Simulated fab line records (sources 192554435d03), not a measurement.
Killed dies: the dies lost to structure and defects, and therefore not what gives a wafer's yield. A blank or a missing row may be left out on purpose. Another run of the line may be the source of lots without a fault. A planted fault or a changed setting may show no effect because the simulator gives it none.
fab line records    flow n5_finfet    part 2 of 2: steps 4 to 6 of 6
record: lots: 21  wafers: 63  last_day: 19
route steps=1938 shown BEOL_M6@1232 BEOL_M7@1285
lots that met no fault: taken from a fault-free run of the same line
start_h: hours from the record's opening day to when the first of the lot's shown wafers began    wait_h: hours since the lot's step before    " as in the row above    L1.1+2: one row covering several wafers at once    - either no value or no given start    * or withheld: withheld    < > ~ a bound
route shown NAME@n: NAME is a module with steps in the file, n the number in the route of the first one    usual: mean and standard deviation over wafers with no fault    same: alike in all rows    chamber/n: place in a boat    sites: readings site by site    _std_site: their standard deviation    _edge_site: inner sites' mean taken away from outer sites' mean    radius_mm: how far each site lies from the wafer's centre    mask NAME#n: copy n    behind: the last tool/chamber to shape the wafer    hold: reason for holding the lot/hours on hold/outcome of the hold    device: the transistor (n, p or np) that didn't switch    end of line: tests run on the same wafers once the route is complete    for a step that has no rows: nothing shown but its recipe    killed: dies lost to structure and defects at the first sort, not the wafer's yield    map: per-die view of a wafer (x killed, . not killed, _ where there is no die)
set.NAME: the run value of the setting; set.NAME@STEP: its run value at that earlier step    model.NAME: the simulator's own value behind a step, which no gauge read
the route's steps for a sample of lots (tables are steps, rows are wafers)
services: when a tool's chamber went out of use (start_h, in hours from the record's first day, below 0 if earlier), for how many hours, and the reason
== steps ==
step: N5_BEOL_M7_STRIP_19
recipe: chemistry: O2  power_w: 400  temp_c: 40  pressure_mtorr: 30  rf_frequency_hz: 6e+07  bias_power_w: 0  overash_fraction: 0.2  o2_flow_sccm: 225
usual: chamber_pressure_mTorr: 30.00/0.034  drypump_motor_current_A: 5.8/0.3  o2_flow_sccm: 224.9/0.65  oes_product_au: 0.76/0.07  rf_vpp_V: 3.7/0.6  showerhead_plenum_p_Torr: 2.07/0.067  throttle_valve_pct: 16.68/0.27
lot.wafer  tool         chamber  start_h  wait_h  chamber_pressure_mTorr  drypump_motor_current_A  o2_flow_sccm  oes_product_au  rf_hours_counter_h  rf_vpp_V  showerhead_plenum_p_Torr  throttle_valve_pct
L074.2     rie_diel-05  0        203.19   0.1     29.94                   5.7                      226.0         0.73            192                 4.9       2.08                      16.83
L074.3     "            3        "        "       30.05                   5.8                      224.4         0.83            92                  3.2       2.02                      16.23
L074.5     "            1        "        "       30.07                   5.2                      225.1         0.71            -                   4.3       2.00                      17.02
L075.3     rie_diel-05  0        206.50   0.1     30.02                   5.8                      225.2         0.72            193                 3.9       2.08                      16.84
L075.4     "            3        "        "       29.99                   5.8                      225.1         0.82            93                  3.6       2.02                      16.23
L075.6     "            1        "        "       30.03                   5.1                      225.4         0.70            -                   4.2       2.00                      17.01
L077.1     rie_diel-05  3        254.26   0.1     29.96                   5.7                      224.9         0.81            108                 4.2       2.01                      16.27
L077.2     "            1        "        "       29.98                   5.1                      223.7         0.69            195                 3.7       2.00                      17.02
L077.5     "            3        "        "       29.96                   5.8                      224.9         0.80            -                   4.1       2.01                      16.26
L078.2     rie_diel-06  0        257.14   0.1     30.06                   5.9                      225.1         0.73            167                 3.3       2.15                      16.62
L078.3     "            3        "        "       29.98                   5.4                      225.5         0.81            68                  3.6       2.18                      16.53
L078.6     "            1        "        "       30.01                   6.3                      224.8         0.72            -                   4.4       1.97                      16.47
L083.1     rie_diel-06  1        264.50   0.1     30.03                   6.3                      225.4         0.72            232                 3.7       1.97                      16.49
L083.2     "            3        "        "       29.98                   5.4                      224.7         0.82            70                  2.8       2.18                      16.53
L083.5     "            3        "        "       30.03                   5.4                      224.8         0.82            -                   3.9       2.18                      16.53
L076.1     rie_diel-06  3        264.77   0.1     30.00                   5.4                      225.7         0.81            70                  3.9       2.18                      16.52
L076.5     "            2        "        "       30.04                   6.0                      224.8         0.75            -                   3.7       2.04                      16.89
L076.6     "            3        "        "       30.06                   5.4                      225.6         0.81            -                   3.9       2.18                      16.55
L081.1     rie_diel-06  1        272.71   0.1     29.99                   6.3                      223.7         0.71            234                 4.5       1.97                      16.49
L081.2     "            0        "        "       30.00                   5.9                      224.9         0.73            171                 3.2       2.15                      16.63
L081.4     "            3        "        "       29.95                   5.4                      224.4         0.82            73                  2.4       2.18                      16.56
L080.1     rie_diel-01  0        276.03   0.1     30.00                   5.6                      224.3         0.79            97                  4.0       2.04                      16.32
L080.3     "            1        "        "       30.01                   6.1                      225.3         0.81            91                  4.1       2.09                      16.54
L080.4     "            2        "        "       30.00                   5.6                      225.1         0.68            235                 3.9       2.15                      16.92
L079.1     rie_diel-06  1        282.15   0.1     30.04                   6.3                      224.9         0.71            236                 3.9       1.97                      16.49
L079.2     "            0        "        "       30.04                   5.9                      223.5         0.72            173                 3.0       2.15                      16.61
L079.3     "            3        "        "       30.00                   5.4                      224.2         0.81            75                  5.4       2.18                      16.52
L082.1     rie_diel-06  0        285.28   0.2     29.96                   5.9                      225.1         0.72            174                 3.7       2.15                      16.63
L082.2     "            3        "        "       30.01                   5.4                      225.8         0.82            76                  4.8       2.18                      16.54
L082.5     "            0        "        "       30.02                   5.9                      225.1         0.72            -                   4.2       2.15                      16.63
L086.1     rie_diel-05  2        304.51   0.1     30.08                   5.7                      225.1         0.98            8                   2.9       2.08                      16.79
L086.2     "            0        "        "       30.01                   5.8                      224.1         0.72            219                 2.9       2.07                      16.86
L086.4     "            1        "        "       29.98                   5.2                      225.6         0.69            208                 3.2       1.99                      17.06
L085.3     rie_diel-01  0        304.69   0.1     30.00                   5.7                      225.2         0.79            106                 2.6       2.04                      16.36
L085.5     "            3        "        "       30.00                   5.8                      226.4         0.86            -                   2.7       2.10                      16.14
L085.6     "            2        "        "       30.03                   5.7                      224.1         0.68            -                   4.1       2.14                      16.94
L087.4     rie_diel-05  1        308.28   0.2     30.04                   5.2                      224.9         0.68            209                 3.6       1.99                      17.06
L087.5     "            0        "        "       29.99                   5.8                      225.1         0.70            -                   4.0       2.07                      16.87
L087.6     "            1        "        "       30.03                   5.2                      225.8         0.68            -                   4.0       1.99                      17.04
L088.1     rie_diel-05  3        308.61   0.3     30.04                   5.8                      225.2         0.78            123                 2.9       2.01                      16.29
L088.2     "            1        "        "       29.97                   5.2                      225.0         0.69            209                 4.4       1.99                      17.06
L088.4     "            0        "        "       30.00                   5.8                      224.9         0.71            221                 3.9       2.07                      16.88
L091.1     rie_diel-06  1        323.12   0.2     30.07                   6.3                      225.4         0.71            246                 3.2       1.97                      16.50
L091.3     "            3        "        "       29.97                   5.4                      223.7         0.80            86                  3.8       2.17                      16.57
L091.6     "            1        "        "       29.99                   6.2                      225.3         0.71            -                   3.5       1.97                      16.48
L090.1     rie_diel-05  0        344.48   0.1     30.00                   5.8                      225.4         0.69            232                 4.8       2.07                      16.90
L090.2     "            2        "        "       29.98                   5.6                      225.5         0.94            20                  2.3       2.08                      16.82
L090.4     "            1        "        "       30.03                   5.2                      225.1         0.67            220                 5.0       1.99                      17.08
L094.1     rie_diel-06  3        352.23   0.2     29.97                   5.4                      226.0         0.78            97                  4.0       2.17                      16.57
L094.2     "            2        "        "       29.99                   6.0                      225.6         0.74            169                 3.6       2.03                      16.94
L094.5     "            2        "        "       30.01                   6.0                      225.3         0.73            -                   3.3       2.03                      16.94
L092.3     rie_diel-01  0        352.64   0.1     29.98                   5.6                      224.7         0.77            123                 2.7       2.03                      16.39
L092.4     "            2        "        "       30.00                   5.7                      224.6         0.97            2                   3.5       2.14                      16.52
L092.5     "            0        "        "       30.02                   5.7                      225.3         0.77            -                   3.6       2.03                      16.38
L095.1     rie_diel-06  3        358.10   0.1     29.96                   5.4                      225.1         0.79            100                 3.1       2.17                      16.60
L095.5     "            3        "        "       29.96                   5.4                      223.7         0.79            -                   4.0       2.17                      16.59
L095.6     "            0        "        "       30.05                   5.9                      224.3         0.72            -                   3.7       2.14                      16.68
L096.3     rie_diel-05  1        372.92   0.1     30.00                   5.2                      224.5         0.68            229                 3.8       1.99                      17.10
L096.5     "            1        "        "       29.99                   5.2                      225.4         0.67            -                   3.8       1.99                      17.10
L096.6     "            2        "        "       30.00                   5.7                      225.8         0.93            -                   3.0       2.08                      16.82
L097.1     rie_diel-01  2        375.74   0.2     29.95                   5.7                      224.3         0.91            11                  4.4       2.14                      16.53
L097.3     "            0        "        "       29.99                   5.6                      224.3         0.75            129                 3.9       2.03                      16.39
L097.5     "            1        "        "       29.96                   6.1                      226.2         0.77            -                   4.2       2.08                      16.63
step: N5_BEOL_M7_CD_MEAS_28
recipe: target_cd_nm: 40  landing_energy_ev: 500  detector: se_inlens
usual: cd_nm: 39.83/0.23
lot.wafer  tool       chamber  start_h  wait_h  cd_nm
L074.2     cd_sem-02  0        203.77   -       39.78
L074.3     "          0        "        "       39.70
L074.5     "          0        "        "       39.65
L075.3     cd_sem-01  0        209.71   -       39.93
L075.4     "          0        "        "       39.82
L075.6     "          0        "        "       40.06
L077.1     cd_sem-01  0        254.76   -       39.90
L077.2     "          0        "        "       39.44
L077.5     "          0        "        "       39.73
L078.2     cd_sem-03  0        258.22   -       40.07
L078.3     "          0        "        "       39.63
L078.6     "          0        "        "       39.83
L076.1     cd_sem-03  0        266.01   -       39.51
L076.5     "          0        "        "       39.92
L076.6     "          0        "        "       39.59
L083.1     cd_sem-02  0        267.57   -       39.98
L083.2     "          0        "        "       40.25
L083.5     "          0        "        "       40.03
L081.1     cd_sem-03  0        274.36   -       39.52
L081.2     "          0        "        "       40.17
L081.4     "          0        "        "       39.99
L080.1     cd_sem-02  0        278.31   -       40.06
L080.3     "          0        "        "       39.66
L080.4     "          0        "        "       39.67
L079.1     cd_sem-01  0        284.91   -       40.00
L079.2     "          0        "        "       39.56
L079.3     "          0        "        "       40.17
L082.1     cd_sem-02  0        287.62   -       39.84
L082.2     "          0        "        "       39.91
L082.5     "          0        "        "       39.59
L086.1     cd_sem-02  0        306.35   -       39.53
L086.2     "          0        "        "       39.96
L086.4     "          0        "        "       39.78
L085.3     cd_sem-01  0        306.52   -       39.78
L085.5     "          0        "        "       40.08
L085.6     "          0        "        "       39.74
L087.4     cd_sem-03  0        311.08   -       39.72
L087.5     "          0        "        "       39.52
L087.6     "          0        "        "       39.96
L088.1     cd_sem-03  0        311.28   -       39.38
L088.2     "          0        "        "       39.94
L088.4     "          0        "        "       39.57
L091.1     cd_sem-03  0        324.76   -       40.06
L091.3     "          0        "        "       40.14
L091.6     "          0        "        "       40.07
L090.1     cd_sem-02  0        344.88   -       39.75
L090.2     "          0        "        "       39.70
L090.4     "          0        "        "       40.19
L094.1     cd_sem-02  0        352.60   -       39.82
L094.2     "          0        "        "       39.66
L094.5     "          0        "        "       39.88
L092.3     cd_sem-02  0        355.80   -       39.83
L092.4     "          0        "        "       39.78
L092.5     "          0        "        "       39.93
L095.1     cd_sem-01  0        360.27   -       40.40
L095.5     "          0        "        "       39.79
L095.6     "          0        "        "       39.67
L096.3     cd_sem-02  0        373.73   -       39.32
L096.5     "          0        "        "       39.36
L096.6     "          0        "        "       39.74
L097.1     cd_sem-03  0        377.61   -       39.55
L097.3     "          0        "        "       39.93
L097.5     "          0        "        "       39.90
step: N5_BEOL_M7_OCD_MEAS_38
usual: trench_depth_nm: 93.0/1.8
lot.wafer  tool    chamber  start_h  wait_h  trench_depth_nm
L074.2     ocd-02  -        204.33   -       87.5
L074.3     "       -        "        "       90.1
L074.5     "       -        "        "       95.8
L075.3     ocd-01  -        210.27   -       91.2
L075.4     "       -        "        "       92.0
L075.6     "       -        "        "       90.9
L077.1     ocd-01  -        255.51   -       95.4
L077.2     "       -        "        "       92.6
L077.5     "       -        "        "       92.6
L078.2     ocd-02  -        258.92   -       95.5
L078.3     "       -        "        "       93.6
L078.6     "       -        "        "       93.3
L076.1     ocd-02  -        266.56   -       92.3
L076.5     "       -        "        "       93.6
L076.6     "       -        "        "       92.4
L083.1     ocd-01  -        268.24   -       92.2
L083.2     "       -        "        "       91.9
L083.5     "       -        "        "       92.2
L081.1     ocd-02  -        275.00   -       91.8
L081.2     "       -        "        "       94.6
L081.4     "       -        "        "       91.0
L080.1     ocd-02  -        278.87   -       92.4
L080.3     "       -        "        "       93.1
L080.4     "       -        "        "       94.2
L079.1     ocd-02  -        285.72   -       97.4
L079.2     "       -        "        "       92.3
L079.3     "       -        "        "       92.8
L082.1     ocd-01  -        288.18   -       94.9
L082.2     "       -        "        "       93.6
L082.5     "       -        "        "       93.6
L086.1     ocd-02  -        307.03   -       94.9
L086.2     "       -        "        "       91.8
L086.4     "       -        "        "       92.2
L085.3     ocd-01  -        307.08   -       95.8
L085.5     "       -        "        "       95.9
L085.6     "       -        "        "       91.4
L087.4     ocd-01  -        311.63   -       92.4
L087.5     "       -        "        "       94.3
L087.6     "       -        "        "       94.3
L088.1     ocd-01  -        312.24   -       91.5
L088.2     "       -        "        "       94.4
L088.4     "       -        "        "       92.3
L091.1     ocd-01  -        325.70   -       92.6
L091.3     "       -        "        "       90.4
L091.6     "       -        "        "       92.5
L090.1     ocd-02  -        345.43   -       90.5
L090.2     "       -        "        "       95.4
L090.4     "       -        "        "       95.0
L094.1     ocd-02  -        353.16   -       91.9
L094.2     "       -        "        "       93.7
L094.5     "       -        "        "       92.4
L092.3     ocd-01  -        356.35   -       96.3
L092.4     "       -        "        "       96.3
L092.5     "       -        "        "       93.4
L095.1     ocd-02  -        360.82   -       90.6
L095.5     "       -        "        "       95.3
L095.6     "       -        "        "       92.2
L096.3     ocd-02  -        374.71   -       93.1
L096.5     "       -        "        "       93.0
L096.6     "       -        "        "       98.8
L097.1     ocd-01  -        378.63   -       91.0
L097.3     "       -        "        "       91.7
L097.5     "       -        "        "       91.3
== services ==
tool         chamber  start_h  hours  kind
rie_diel-05  2        176.92   13.9   repair
rie_diel-06  0        177.68   4.9    repair
rie_diel-06  -        185.73   0.7    repair
rie_diel-01  3        191.61   6.5    repair
rie_diel-02  1        191.74   -      clean
rie_diel-03  0        201.11   2.7    repair
rie_diel-01  1        226.27   14.9   repair
rie_diel-01  3        231.16   2.1    repair
rie_diel-01  1        243.55   4.0    repair
rie_diel-04  2        244.17   16.4   repair
rie_diel-03  1        263.46   -      clean
rie_diel-03  1        263.46   -      consumable_replace:focus_ring
rie_diel-05  2        283.64   2.9    repair
rie_diel-02  1        286.15   11.8   repair
rie_diel-05  2        290.80   7.5    repair
rie_diel-04  0        302.78   -      clean
rie_diel-04  0        302.78   -      consumable_replace:focus_ring
rie_diel-04  0        302.78   21.6   scheduled_down
rie_diel-04  0        302.78   21.6   vent_cycle
rie_diel-02  3        333.88   28.2   repair
rie_diel-05  2        344.91   8.1    repair
rie_diel-01  1        352.91   9.1    repair
rie_diel-03  1        359.08   5.1    repair
rie_diel-01  0        360.33   9.2    repair
